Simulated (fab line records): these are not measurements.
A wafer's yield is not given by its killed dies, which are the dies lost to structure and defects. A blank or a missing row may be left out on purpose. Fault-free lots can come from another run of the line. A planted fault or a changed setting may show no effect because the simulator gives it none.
Chamber matching -- flow n5 finfet -- 4 sister chambers for N5_BEOL_M4_ALD_84 on ald metal-04
The step deposits TaN, pulse time 2 s, purge time 3 s, co reactant purge time 2 s. 16 wafers are shown with their chamber, then 8 later ones without.

## WAFERS, EACH WITH ITS CHAMBER
wafer,chamber,heater power w (W)
L075.2,3,399
L075.4,1,373
L075.6,1,384
L081.3,1,376
L081.4,0,417
L081.5,0,433
L085.1,0,436
L085.2,1,375
L085.6,2,483
L084.1,0,428
L084.3,3,400
L084.6,1,373
L086.3,3,393
L086.4,1,357
L086.5,1,373
L093.1,2,467

SIGNATURES, as means of the wafers listed above
reading,chamber 0,chamber 1,chamber 2,chamber 3,scatter within a chamber
heater power w,428.50,373.00,475.00,397.33,7.94
Rule: a wafer's distance from a chamber is the root of the sum, over the readings, of the square of ((its reading less the chamber's mean) divided by the reading's scatter). If the next closest chamber is less than 2 further off than the closest, the wafer can't be placed; otherwise it belongs to the closest. The scatter: the root of (the sum of the squares of (reading less its chamber's mean) over the shown wafers, divided by (wafers less chambers)).

## WAFERS WITHOUT THEIR CHAMBER
wafer,heater power w (W)
L093.4,377
L093.5,391
L095.2,432
L095.3,376
L095.5,390
L096.1,408
L096.3,484
L096.5,466

## EACH ONE'S CHAMBER
wafer,from the rows above,in truth
L093.4,1,1
L093.5,can't be placed: 3 or 1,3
L095.2,0,0
L095.3,1,1
L095.5,can't be placed: 3 or 1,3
L096.1,can't be placed: 3 or 0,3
L096.3,2,2
L096.5,2,2
Correctly placed: 5 of 8. Not placeable from these rows: 3 (in 3, the candidates include the true chamber). Placed wrongly: 0.
